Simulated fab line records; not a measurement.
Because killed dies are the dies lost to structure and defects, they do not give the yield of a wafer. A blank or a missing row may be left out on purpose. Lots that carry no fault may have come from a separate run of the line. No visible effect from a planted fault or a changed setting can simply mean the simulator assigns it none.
fab line records	flow n5-finfet
[record] lots = 7	wafers = 39
route steps=1938 shown DUMMY_GATE@214 SD_EPI_P@321 HKMG_FIN@402 MOL_CONTACT_COAG@538 BEOL_M4@1111
start-h: hours from the record's opening day to when the first of the lot's shown wafers began	wait-h: how many hours have passed since the lot's step before this one	" as in the row above	L1.1+2: a single row standing in for several wafers	- no value present, or no start provided	* or withheld: withheld	< > ~ a bound
route shown NAME@n: NAME is a module with steps in the file, n the number in the route of the first one	usual: mean/standard deviation of fault-free wafers	same: alike in all rows	chamber/n: place in a boat	sites: per-site readings	_std_site: standard deviation of those values	_edge_site: mean of outer sites minus mean of inner sites	radius-mm: for every site, how far away it sits from the centre of the wafer	mask NAME#n: copy n	behind: the most recent tool/chamber to have shaped the wafer	hold: what put the lot on hold/how long, in hours/how the hold closed	device: whichever transistor did not switch (one of n, p or np)	end of line: tests of these same wafers at the route's end	a step with no rows: only its recipe	killed: count of dies lost to structure and defects at first sort (not the wafer's yield)	map: the dies of a wafer, with x for killed, . for not killed, _ for no die there
set.NAME: setting as actually run; set.NAME@STEP: the setting as run at that earlier step	model.NAME: the simulator's own value behind a step, which no gauge read
lots with deliberately changed settings; one table per step, one row per wafer
[[steps]]
[step N5_DUMMY_GATE_ALD_02]
[recipe] material = SiO2	target-thk-a = 20	temp-c = 300	ald-precursor-family = BDEAS	ald-co-reactant = O2-plasma	pulse-time-s = 1	pressure-torr = 2
[step N5_DUMMY_GATE_ETCH_32]
[recipe] chemistry = CF4	target = SiO2	target-depth-a = 35	time-s = 3.9	ion-energy-ev = 350	pressure-mtorr = 10	icp-w = 800	bias-w = 400	cf4-flow-sccm = 80
[step N5_SD_EPI_P_EPI_21]
[recipe] material = SiGe:B	dopant = B	temp-c = 550	pressure-torr = 20	ambient = H2	time-s = 355
[step N5_HKMG_FIN_ETCH_54]
[recipe] chemistry = CF4	target = SiARC	target-depth-a = 455	mask-material = CAR-ArF	time-s = 75.8	ion-energy-ev = 80	pressure-mtorr = 40	source-w = 545	bias-w = 36	Ar_flow_sccm = 100	cf4-flow-sccm = 100	ends = cleared
[step N5_HKMG_FIN_CVD_62]
[recipe] material = a-Si	target-thk-a = 30	temp-c = 500	precursor = Si2H6	pressure-torr = 1	time-s = 20.8
[step N5_MOL_CONTACT_COAG_ETCH_110]
[recipe] chemistry = CF4/O2	target = Si	target-depth-a = 25	time-s = 8	pressure-mtorr = 100	source-w = 200	bias-w = 12	ion-energy-ev = 60	Ar_flow_sccm = 100	cf4-flow-sccm = 100	O2_flow_sccm = 10
[step N5_MOL_CONTACT_COAG_EXPOSE_37]
[recipe] mask-id = VD	na = 0.33	source-shape = annular	sigma-inner = 0.3	sigma-outer = 0.7	polarization = unpolarized	defocus-nm = 0	dose-mj = 62
[step N5_MOL_CONTACT_COAG_ETCHBACK_134]
[recipe] chemistry = CHF3	target = SiO2	target-depth-a = 100	time-s = 6.7	ion-energy-ev = 200	pressure-mtorr = 30	source-w = 610	bias-w = 170	Ar_flow_sccm = 200	CHF3_flow_sccm = 50
[step N5_BEOL_M4_RC_MEAS_101]
[usual] RC_DENSE_P = 23.9/0.45	RC_P = 19.5/0.37	REXT_P = 100.7/2.1	RS_SD_P = 66.4/0.93
lot.wafer	tool	chamber	start-h	wait-h	set.target-thk-a@DUMMY_GATE_ALD_02	set.time-s@DUMMY_GATE_ETCH_32	set.dopant-conc-cm3@SD_EPI_P_EPI_21	set.source-w@HKMG_FIN_ETCH_54	set.time-s@HKMG_FIN_CVD_62	set.bias-w@MOL_CONTACT_COAG_ETCH_110	set.dose-mj@MOL_CONTACT_COAG_EXPOSE_37	set.target-depth-a@MOL_CONTACT_COAG_ETCHBACK_134	RC_DENSE_P[ohm.um]	RC_P[ohm.um]	REXT_P[ohm.um]	RS_SD_P[ohm/sq]
L078.1	prober-01	0	188.99	0.0	17.7	4.168	3.178e+20	545	20.94	12	64.87	100	23.4	19.1	94.4	62.9
L078.2	"	0	"	"	20	3.9	3e+20	545	20.8	12.79	62	104	25.1	20.3	99.1	66.1
L078.3	"	0	"	"	20	4.168	3.178e+20	458.3	20.8	12	64.87	100	22.9	18.7	93.2	62.3
L078.4	"	0	"	"	17.7	3.9	3.178e+20	458.3	20.8	12.79	62	100	22.8	18.7	94.7	62.8
L078.5	"	0	"	"	20	4.168	3e+20	545	20.94	12.79	64.87	104	24.3	19.9	98.5	65.4
L078.6	"	0	"	"	17.7	3.9	3e+20	458.3	20.94	12	62	104	23.7	19.5	98.7	65.9
L085.1	prober-02	0	233.20	0.0	20	3.9	3.48e+20	545	20.97	12	66.11	93.55	21.9	17.8	94.8	58.8
L085.2	"	0	"	"	20	3.432	3.48e+20	635.7	20.8	12	62	93.55	22.1	18.0	94.2	58.5
L085.3	"	0	"	"	20	3.9	3e+20	545	20.97	9.966	62	93.55	24.6	19.8	103.9	66.4
L085.4	"	0	"	"	20	3.9	3.48e+20	635.7	20.8	9.966	62	100	21.8	17.8	93.3	58.8
L085.5	"	0	"	"	20	3.432	3e+20	635.7	20.97	9.966	66.11	100	24.0	19.4	104.8	65.0
L085.6	"	0	"	"	20	3.432	3e+20	545	20.8	12	66.11	100	24.1	19.5	104.9	67.4
L082.1	prober-01	0	233.70	0.0	22.13	3.9	2.684e+20	545	20.49	12	65.93	100	26.3	21.6	110.4	73.5
L082.2	"	0	"	"	20	3.9	2.684e+20	586.5	20.49	12	62	92.78	25.7	21.1	110.6	73.1
L082.3	"	0	"	"	22.13	4.346	2.684e+20	586.5	20.8	12	65.93	92.78	25.8	21.0	110.6	73.1
L082.4	"	0	"	"	20	4.346	3e+20	545	20.49	12	62	92.78	24.1	19.6	102.0	66.8
L082.5	"	0	"	"	20	4.346	3e+20	586.5	20.8	12	62	100	24.1	19.5	102.5	67.8
L082.6	"	0	"	"	22.13	3.9	3e+20	545	20.8	12	65.93	100	23.7	19.6	102.2	66.5
L088.4	prober-01	0	254.21	0.5	20	3.9	3e+20	545	20.8	12	62	100	24.3	19.7	103.4	67.6
L088.5	"	0	"	"	20	3.9	3e+20	545	20.8	12	62	100	24.6	19.9	102.5	66.2
L088.6	"	0	"	"	20	3.9	3e+20	545	20.8	12	62	100	24.3	19.8	103.3	67.5
L089.1	prober-02	0	259.92	0.0	17.22	4.653	3e+20	545	21.09	14.17	66.4	100	23.5	19.0	99.8	66.5
L089.2	"	0	"	"	20	3.9	2.848e+20	545	20.8	12	62	113	24.7	20.0	104.3	69.4
L089.3	"	0	"	"	17.22	4.653	2.848e+20	507.6	21.09	12	62	100	24.9	19.9	104.2	69.1
L089.4	"	0	"	"	20	4.653	2.848e+20	507.6	20.8	14.17	66.4	113	25.0	20.3	103.3	69.4
L089.5	"	0	"	"	20	3.9	3e+20	545	21.09	14.17	62	113	23.9	19.4	100.0	67.1
L089.6	"	0	"	"	17.22	3.9	3e+20	507.6	20.8	12	66.4	100	24.5	19.9	101.6	67.4
L090.1	prober-02	0	269.18	0.0	20	4.658	3e+20	545	20.8	12	62	86.07	23.4	18.9	99.5	66.1
L090.2	"	0	"	"	17.9	3.9	3e+20	545	20.55	12	62	100	24.5	20.1	100.3	67.4
L090.3	"	0	"	"	20	3.9	2.609e+20	545	20.55	14.12	62	86.07	25.8	21.1	110.9	76.3
L090.4	"	0	"	"	17.9	4.658	3e+20	545	20.8	14.12	62	100	23.9	19.5	99.6	67.9
L090.5	"	0	"	"	17.9	4.658	2.609e+20	545	20.55	12	62	100	26.6	21.8	110.9	75.2
L090.6	"	0	"	"	20	3.9	2.609e+20	545	20.8	14.12	62	86.07	26.5	21.9	111.8	77.0
L095.1	prober-01	0	300.04	0.0	20	3.9	3e+20	545	20.8	12	59.07	93.15	23.9	19.2	99.5	67.0
L095.2	"	0	"	"	20	4.366	3e+20	545	20.59	12	59.07	93.15	23.4	18.8	97.9	65.8
L095.3	"	0	"	"	20	4.366	3e+20	545	20.8	13.91	62	93.15	23.6	19.6	98.9	66.3
L095.4	"	0	"	"	20	3.9	3e+20	545	20.8	13.91	59.07	100	24.0	19.6	98.6	66.3
L095.5	"	0	"	"	20	3.9	3e+20	545	20.59	12	62	100	23.6	19.4	97.7	65.0
L095.6	"	0	"	"	20	4.366	3e+20	545	20.59	13.91	62	100	23.9	19.3	98.5	65.7
[[key]]
[split] step = N5_DUMMY_GATE_ALD_02	setting = target-thk-a	stated-as = 20
response none clear
[split] step = N5_DUMMY_GATE_ETCH_32	setting = time-s	stated-as = 3.9
response none clear
[split] step = N5_SD_EPI_P_EPI_21	setting = dopant-conc-cm3	stated-as = 3e+20
[response] step = N5_BEOL_M4_RC_MEAS_101	reading = REXT_P	slope = -0.745	per = 1%	together-with = all	explained = 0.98
[response] step = N5_BEOL_M4_RC_MEAS_101	reading = RS_SD_P	slope = -0.56	per = 1%	together-with = all	explained = 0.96
[response] step = N5_BEOL_M4_RC_MEAS_101	reading = RC_DENSE_P	slope = -0.169	per = 1%	together-with = all	explained = 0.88
[response] step = N5_BEOL_M4_RC_MEAS_101	reading = RC_P	slope = -0.133	per = 1%	together-with = all	explained = 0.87
[split] step = N5_HKMG_FIN_ETCH_54	setting = source-w	stated-as = 545
response none clear
[split] step = N5_HKMG_FIN_CVD_62	setting = time-s	stated-as = 20.8
response none clear
[split] step = N5_MOL_CONTACT_COAG_ETCH_110	setting = bias-w	stated-as = 12
response none clear
[split] step = N5_MOL_CONTACT_COAG_EXPOSE_37	setting = dose-mj	stated-as = 62
response none clear
[split] step = N5_MOL_CONTACT_COAG_ETCHBACK_134	setting = target-depth-a	stated-as = 100
response none clear
